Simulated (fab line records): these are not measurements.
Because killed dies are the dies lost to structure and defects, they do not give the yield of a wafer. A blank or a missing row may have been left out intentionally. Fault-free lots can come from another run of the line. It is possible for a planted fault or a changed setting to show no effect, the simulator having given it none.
A struck lot beside a sound one + flow n5Finfet + 41 out of 1938 route steps
Sound: the wafers L347.1, L347.2, L347.3. Wafers L341.4, L341.5, L341.6 were the ones struck. At the end, the cause is stated.
Each step with rows lists, per side, the tool, then ch with its chambers, then its first start. Under that, the readings that differ: sound wafers + struck wafers + difference of the means + sigmas: that difference in standard deviations of wafers without a fault.
alike: words and numbers the same on both sides, and readings whose means are apart by under 2 such deviations; not compared: readings that were withheld, readings missing a value for some wafer, numbers with overlapping values and no deviation given by the record, and bounds like >300 which may hide the same value.
Wherever a step has rows on one side only, a row that says differs or no value, or a row with sigmas, the two part there. Numbers that have no deviation but don't overlap get no sigmas and don't part them. Lack of a reading on every wafer of one side parts them only where that side has two or more wafers.

first, 11 steps without rows for these wafers: N5_GATE_CUT_ETCHBACK_00 (etches W in SF6/Cl2); N5_GATE_CUT_ETCH_56 (etches TiN in Cl2/Ar, target depth 21.6 nm); N5_GATE_CUT_ETCHBACK_30 (etches TiN in Cl2/Ar, target depth 3 nm); N5_GATE_CUT_VAPOR_ETCH_60 (etches HfO2 in BCl3/Cl2); N5_GATE_CUT_ETCH_58 (etches SiNx in CH3F/O2, target depth 17 nm, time 128.6 s); N5_GATE_CUT_STRIP_59 (strips in N2/H2, time 20 s); N5_GATE_CUT_PRECLEAN_31 (cleans in DIW, time 300 s); N5_GATE_CUT_SRD_32 (time 30 s); N5_GATE_CUT_SAC_CAP_01 (material SiNx, target thk 24 nm, pulse time 1 s, ald cycles 480); N5_GATE_CUT_PECVD_57 (deposits SiNx from SiH4/NH3/N2, target thk 21 nm); N5_GATE_CUT_CMP_02 (polishes, stops on SiO2, t overpolish 12.7 s, target thk 0 nm).
N5_GATE_CUT_HM_DEP_46: deposits SiO2 from TEOS/O2, target thk 130 nm, time 26.6 s.
  sound on pecvd-01 ch 0,1,2, day 9 17:58; struck on pecvd-02 ch 0,1,2, day 8 05:28
| reading                                     | sound           | struck            | difference | sigmas |
|---------------------------------------------|-----------------|-------------------|------------|--------|
| model.SiO2_of_GATE_CUT_HM_DEP_46.thkNm (nm) | 131 129.6 127.4 | 202.4 201.4 204.4 | +73.4      |        |
  alike: chamberPressureTorr, heaterPowerOuterW, heaterPowerW, showerheadPlenumPTorr, susceptorTempC, throttleValvePct
then, 15 steps without rows for these wafers: N5_GATE_CUT_COAT_34 (time 60 s, resist thk 60 nm); N5_GATE_CUT_COAT_35 (time 60 s, resist thk 10 nm); N5_GATE_CUT_COAT_27 (time 60 s, resist thk 10 nm); N5_GATE_CUT_COAT_07 (resist thk 30 nm); N5_GATE_CUT_EBR_09; N5_GATE_CUT_SOFTBAKE_08 (time 60 s); N5_GATE_CUT_EXPOSE_10 (exposes mask GATE CUT, target cd 20 nm); N5_GATE_CUT_PEB_11 (peb time 60 s); N5_GATE_CUT_DEVELOP_12 (develop time 30 s); N5_GATE_CUT_DESCUM_18 (chemistry O2, time 7 s); N5_GATE_CUT_ETCH_28 (etches underlayer in N2/H2, target depth 13 nm, time 10.4 s); N5_GATE_CUT_ETCH_36 (etches SiARC in CF4, target depth 13 nm, time 21.7 s); N5_GATE_CUT_ETCH_37 (etches SOC in N2/H2, target depth 60 nm, overetch 12 nm, time 90 s); N5_GATE_CUT_STRIP_38 (strips in N2/H2); N5_GATE_CUT_STRIP_39 (strips in N2/H2).
N5_GATE_CUT_HM_OPEN_40: chemistry C4F6/O2, target SiO2, target depth 139 nm, time 85.1 s.
  sound on rieDiel-03 ch 0,2,3, day 9 18:36; struck on rieDiel-03 ch 0,1,3, day 8 06:11
| reading                                  | sound           | struck            | difference | sigmas |
|------------------------------------------|-----------------|-------------------|------------|--------|
| etchRfOnTimeS (s)                        | 94.7 94.6 92.5  | 147.0 145.9 146.7 | +52.6      | +33    |
| model.etch.depthNm (nm)                  | 131 129.6 127.3 | 202.5 201.3 204.4 | +73.4      |        |
| model.SOC_of_GATE_CUT_COAT_34.thkNm (nm) | 32.6 33 33.4    | 17.8 18 17        | -15.4      |        |
| model.GATE_CUT.cdNm (nm)                 | 20 20 20        | 20.4 20.6 20.2    | +0.4       |        |
  alike: drypumpMotorCurrentA, oesProductAu, rfVppV, showerheadPlenumPTorr, throttleValvePct
  not compared: rfHoursCounterH
then, 2 steps without rows for these wafers: N5_GATE_CUT_STRIP_41 (strips in CF4); N5_GATE_CUT_STRIP_42 (strips in O2).
N5_GATE_CUT_ETCH_19: etches SiNx in CH3F/O2, target depth 53.7 nm, time 76.7 s.
  sound on rieDiel-03 ch 0,2,3, day 9 18:43; struck on rieDiel-03 ch 0,1,3, day 8 06:19
| reading                  | sound      | struck         | difference | sigmas |
|--------------------------|------------|----------------|------------|--------|
| model.GATE_CUT.cdNm (nm) | 20 19.8 20 | 20.4 20.6 20.2 | +0.5       |        |
  alike: drypumpMotorCurrentA, etchRfOnTimeS, oesProductAu, rfVppV, showerheadPlenumPTorr, throttleValvePct
  not compared: rfHoursCounterH
then, 7 steps without rows for these wafers: N5_GATE_CUT_CUT_ETCH_53 (etches W in SF6/Cl2, target depth 79.2 nm); N5_GATE_CUT_CUT_ETCH_54 (etches TiN in Cl2/BCl3, target depth 96.7 nm); N5_GATE_CUT_CUT_ETCH_55 (etches HfO2 in BCl3, target depth 3.2 nm); N5_GATE_CUT_ETCH_47 (etches SiO2 in Cl2/BCl3, target depth 10 nm); N5_GATE_CUT_VAPOR_ETCH_48 (etches TiN in BCl3/Cl2); N5_GATE_CUT_VAPOR_ETCH_49 (etches TiAlC in BCl3/Cl2); N5_GATE_CUT_VAPOR_ETCH_51 (etches HfO2 in BCl3/Cl2).
N5_GATE_CUT_THK_MEAS_24:
  struck on filmMetro-02, day 8 08:39; sound on filmMetro-01, day 9 21:05
| reading          | sound             | struck            | difference | sigmas |
|------------------|-------------------|-------------------|------------|--------|
| GC_FILL_THK (nm) | 221.5 219.9 216.5 | 292.3 292.1 293.6 | +73.4      | +39    |
N5_GATE_CUT_CMP_43: polishes SiO2.
  sound on cmp-01 ch 0,2,3, day 9 21:12; struck on cmp-01 ch 1,2,3, day 8 08:58
| reading                                     | sound   | struck      | difference | sigmas |
|---------------------------------------------|---------|-------------|------------|--------|
| model.SiO2_of_GATE_CUT_HM_DEP_46.thkNm (nm) | 5 5 4.8 | 8.4 8.4 8.6 | +3.5       |        |
  alike: motorCurrentA
-- the record jumps here: 9 days lie between the struck wafers' starts before and after (it left off in module GATE_CUT and takes up again in module BEOL_M4, whose first step shown is number 1111 of the route) --
N5_BEOL_M4_RC_MEAS_101:
  sound on prober-01 ch 0, day 16 08:12; struck on prober-01 ch 0, day 17 07:47
  alike: DIBL_N, DIBL_P, IOFF_N, IOFF_P, ION_N, ION_P, SS_N, SS_P, VT_N, VT_P

## WHERE THEY PART
At N5_GATE_CUT_HM_OPEN_40 first; at N5_GATE_CUT_THK_MEAS_24 last (within this record only). Later steps at which nothing parts them and some readings are alike: N5_GATE_CUT_CMP_43, N5_BEOL_M4_RC_MEAS_101.

WHY: the cause the simulator had injected
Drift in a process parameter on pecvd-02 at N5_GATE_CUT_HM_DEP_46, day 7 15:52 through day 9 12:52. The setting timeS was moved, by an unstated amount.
